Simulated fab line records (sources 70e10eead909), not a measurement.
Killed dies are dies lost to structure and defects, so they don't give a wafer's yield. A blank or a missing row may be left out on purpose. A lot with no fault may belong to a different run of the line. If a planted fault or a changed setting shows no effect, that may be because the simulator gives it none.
Matching of chambers	flow nand_harc	NHARC_A_BONDPAD_ETCH_34 on rie_diel-06 has 4 sister chambers
The step etches the open film in N2/H2, target depth 60 nm, overetch 18 nm, time 65.91 s. 4 wafers are shown with their chamber, then 7 later ones without.

## EACH WAFER AND ITS CHAMBER
wafer	chamber	drypump_motor_current_A (A)
L585.1	0	6.1
L585.3	1	6.3
L584.1	3	6.3
L584.2	2	5.9

## WAFERS WITHOUT THEIR CHAMBER
wafer	drypump_motor_current_A (A)
L584.5	6.4
L588.1	6.4
L588.2	5.9
L588.3	6.2
L597.1	6.0
L597.5	6.1
L597.6	5.9

## THE CHAMBER EACH PASSED THROUGH
wafer	from the rows above	in truth
L584.5	can't be placed: 1 or 3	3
L588.1	can't be placed: 1 or 3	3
L588.2	2	2
L588.3	can't be placed: 1 or 3 or 0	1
L597.1	can't be placed: 0 or 2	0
L597.5	0	0
L597.6	2	2
Correct placement for 3 of the 7. Cannot be placed on the basis of these rows: 4; the candidates contain the true chamber in 4. Placed wrongly: 0.
How it was worked out, from the rows above alone: a wafer's distance from a chamber is the root of the sum, over the readings, of the square of ((its reading less the chamber's mean) divided by the reading's scatter). If the next closest chamber is less than 2 further off than the closest, the wafer can't be placed; otherwise it belongs to the closest. The mean given for a chamber averages the wafers shown for that chamber. The scatter (one wafer shown for each chamber): square how far every hidden wafer sits from the nearest shown wafer, average those squares and take the square root.
